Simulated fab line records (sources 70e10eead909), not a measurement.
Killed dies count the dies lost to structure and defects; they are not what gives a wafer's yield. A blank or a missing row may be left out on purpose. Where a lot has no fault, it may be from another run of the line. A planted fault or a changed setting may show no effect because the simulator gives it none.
Commonality check across tools / flow nand harc / 38 wafers sampled across 14 lots

== THE REASON FOR OPENING IT ==
At NHARC_A_M1_INSPECT_11 the reading raw defect count is flagged on 2 of 14 lots. No-fault wafers: 32, standard deviation 11.
Rule: a lot gets a flag if all its wafers with a number sit over 4 standard deviations from that mean, or if no wafer of it has a number. As for the other lots, they are considered sound.

lot=L271; measured=day 17 12:06; on=defect inspect-02; raw defect count, wafer by wafer=23 25 27; flag=
lot=L272; measured=day 17 22:31; on=defect inspect-02; raw defect count, wafer by wafer=42 39 42; flag=
lot=L273; measured=day 17 23:15; on=defect inspect-01; raw defect count, wafer by wafer=22 17 21; flag=
lot=L274; measured=day 18 08:41; on=defect inspect-02; raw defect count, wafer by wafer=20 31 26; flag=
lot=L275; measured=day 19 01:40; on=defect inspect-02; raw defect count, wafer by wafer=45 47 41; flag=
lot=L279; measured=day 19 05:54; on=defect inspect-01; raw defect count, wafer by wafer=21 27 25; flag=
lot=L277; measured=day 19 09:28; on=defect inspect-01; raw defect count, wafer by wafer=38 33 43; flag=
lot=L278; measured=day 19 21:39; on=defect inspect-01; raw defect count, wafer by wafer=21 34 26; flag=
lot=L280; measured=day 19 22:59; on=defect inspect-01; raw defect count, wafer by wafer=35 32 37; flag=
lot=L288; measured=day 22 01:36; on=defect inspect-01; raw defect count, wafer by wafer=745 745; flag=FLAGGED
lot=L287; measured=day 22 01:55; on=defect inspect-02; raw defect count, wafer by wafer=696 688; flag=FLAGGED
lot=L289; measured=day 22 02:41; on=defect inspect-01; raw defect count, wafer by wafer=39 38 42; flag=
lot=L283; measured=day 22 12:12; on=defect inspect-01; raw defect count, wafer by wafer=24; flag=
lot=L294; measured=day 23 12:08; on=defect inspect-01; raw defect count, wafer by wafer=22 27 17; flag=
The numbers of the flagged lots are 718 on average: +686 against the usual, or +62 standard deviations.

== TOOL THAT RAN EACH LOT ==
3 process steps preceding the reading are held in the record, out of 1159 steps in the route. Cell contents, in order: the tool; ch with the chambers the sampled wafers went through; the start.
lot=L271; flag=; NHARC_A_M0_DEGAS_28=pvd sputter-03, day 17 08:56; NHARC_A_M0_PVD_20=pvd sputter-03, day 17 10:48 or earlier; NHARC_A_M0_DEP_32=pecvd-03 ch 0,1,2, day 17 10:48
lot=L272; flag=; NHARC_A_M0_DEGAS_28=pvd sputter-03, day 17 19:08; NHARC_A_M0_PVD_20=pvd sputter-03, day 17 21:09 or earlier; NHARC_A_M0_DEP_32=pecvd-02 ch 0,1,2, day 17 21:09
lot=L273; flag=; NHARC_A_M0_DEGAS_28=pvd sputter-03, day 17 19:39; NHARC_A_M0_PVD_20=pvd sputter-03, day 17 22:00 or earlier; NHARC_A_M0_DEP_32=pecvd-03 ch 0,1, day 17 22:00
lot=L274; flag=; NHARC_A_M0_DEGAS_28=pvd sputter-03, day 18 05:31; NHARC_A_M0_PVD_20=pvd sputter-03, day 18 07:28 or earlier; NHARC_A_M0_DEP_32=pecvd-03 ch 0,1, day 18 07:28
lot=L275; flag=; NHARC_A_M0_DEGAS_28=pvd sputter-03, day 18 22:33; NHARC_A_M0_PVD_20=pvd sputter-03, day 19 00:24 or earlier; NHARC_A_M0_DEP_32=pecvd-03 ch 0,1,2, day 19 00:24
lot=L279; flag=; NHARC_A_M0_DEGAS_28=pvd sputter-03, day 19 02:53; NHARC_A_M0_PVD_20=pvd sputter-03, day 19 04:48 or earlier; NHARC_A_M0_DEP_32=pecvd-02 ch 0,1,2, day 19 04:48
lot=L277; flag=; NHARC_A_M0_DEGAS_28=pvd sputter-01, day 19 06:08; NHARC_A_M0_PVD_20=pvd sputter-01, day 19 07:58 or earlier; NHARC_A_M0_DEP_32=pecvd-02 ch 1,2, day 19 07:58
lot=L278; flag=; NHARC_A_M0_DEGAS_28=pvd sputter-01, day 19 18:36; NHARC_A_M0_PVD_20=pvd sputter-01, day 19 20:23 or earlier; NHARC_A_M0_DEP_32=pecvd-04 ch 0,1,2, day 19 20:23
lot=L280; flag=; NHARC_A_M0_DEGAS_28=pvd sputter-03, day 19 19:35; NHARC_A_M0_PVD_20=pvd sputter-03, day 19 21:34 or earlier; NHARC_A_M0_DEP_32=pecvd-02 ch 1,2, day 19 21:34
lot=L288; flag=FLAGGED; NHARC_A_M0_DEGAS_28=pvd sputter-02, day 21 22:22; NHARC_A_M0_PVD_20=pvd sputter-02, day 22 00:18 or earlier; NHARC_A_M0_DEP_32=pecvd-02 ch 2, day 22 00:18
lot=L287; flag=FLAGGED; NHARC_A_M0_DEGAS_28=pvd sputter-01, day 21 22:50; NHARC_A_M0_PVD_20=pvd sputter-01, day 22 00:46 or earlier; NHARC_A_M0_DEP_32=pecvd-02 ch 2, day 22 00:46
lot=L289; flag=; NHARC_A_M0_DEGAS_28=pvd sputter-02, day 21 23:23; NHARC_A_M0_PVD_20=pvd sputter-02, day 22 01:19 or earlier; NHARC_A_M0_DEP_32=pecvd-04 ch 0,1, day 22 01:19
lot=L283; flag=; NHARC_A_M0_DEGAS_28=pvd sputter-01, day 22 09:14; NHARC_A_M0_PVD_20=pvd sputter-01, day 22 11:02 or earlier; NHARC_A_M0_DEP_32=pecvd-02 ch 1, day 22 11:02
lot=L294; flag=; NHARC_A_M0_DEGAS_28=pvd sputter-01, day 23 08:59; NHARC_A_M0_PVD_20=pvd sputter-01, day 23 10:48 or earlier; NHARC_A_M0_DEP_32=pecvd-03 ch 1,2, day 23 10:48
What these steps do:
- NHARC_A_M0_DEGAS_28: time 60 s.
- NHARC_A_M0_PVD_20: deposits TaN, target thk 5 nm, time 8.06 s.
- NHARC_A_M0_DEP_32: deposits SiCN, target thk 30 nm.
- NHARC_A_M1_INSPECT_11

== FLAGGED OVER TOTAL, TOOL BY TOOL (the gauges that took the reading come last) ==
step=NHARC_A_M0_DEGAS_28; tool=pvd sputter-01; lots run=5; flagged=1; share of the flagged lots=some; sound lots run after its first flagged lot=2 (L283,L294)
step=NHARC_A_M0_DEGAS_28; tool=pvd sputter-02; lots run=2; flagged=1; share of the flagged lots=some; sound lots run after its first flagged lot=1 (L289)
step=NHARC_A_M0_DEGAS_28; tool=pvd sputter-03; lots run=7; flagged=0; share of the flagged lots=none; sound lots run after its first flagged lot=-
step=NHARC_A_M0_PVD_20; tool=pvd sputter-01; lots run=5; flagged=1; share of the flagged lots=some; sound lots run after its first flagged lot=2 (L283,L294)
step=NHARC_A_M0_PVD_20; tool=pvd sputter-02; lots run=2; flagged=1; share of the flagged lots=some; sound lots run after its first flagged lot=1 (L289)
step=NHARC_A_M0_PVD_20; tool=pvd sputter-03; lots run=7; flagged=0; share of the flagged lots=none; sound lots run after its first flagged lot=-
step=NHARC_A_M0_DEP_32; tool=pecvd-02; lots run=7; flagged=2; share of the flagged lots=all; sound lots run after its first flagged lot=1 (L283)
step=NHARC_A_M0_DEP_32; tool=pecvd-03; lots run=5; flagged=0; share of the flagged lots=none; sound lots run after its first flagged lot=-
step=NHARC_A_M0_DEP_32; tool=pecvd-04; lots run=2; flagged=0; share of the flagged lots=none; sound lots run after its first flagged lot=-
step=NHARC_A_M1_INSPECT_11; tool=defect inspect-01; lots run=9; flagged=1; share of the flagged lots=some; sound lots run after its first flagged lot=3 (L289,L283,L294)
step=NHARC_A_M1_INSPECT_11; tool=defect inspect-02; lots run=5; flagged=1; share of the flagged lots=some; sound lots run after its first flagged lot=0
Because NHARC_A_M0_PVD_20 lacks a start for some lots, the hours and order of its lots are taken from NHARC_A_M0_DEP_32.

== WHAT THE TABLE ALLOWS ==
All flagged lots share 1 row of the table, namely pecvd-02 at NHARC_A_M0_DEP_32.
- pecvd-02 at NHARC_A_M0_DEP_32: 2 of its 7 lots flagged. Lots that were sound ran on it after the first flagged one (L283); a persistent fault on the entire tool would not allow that.
No row of the table ran every flagged lot and no sound lot after the first.

== WHAT THE SIMULATOR HAD PUT IN ==
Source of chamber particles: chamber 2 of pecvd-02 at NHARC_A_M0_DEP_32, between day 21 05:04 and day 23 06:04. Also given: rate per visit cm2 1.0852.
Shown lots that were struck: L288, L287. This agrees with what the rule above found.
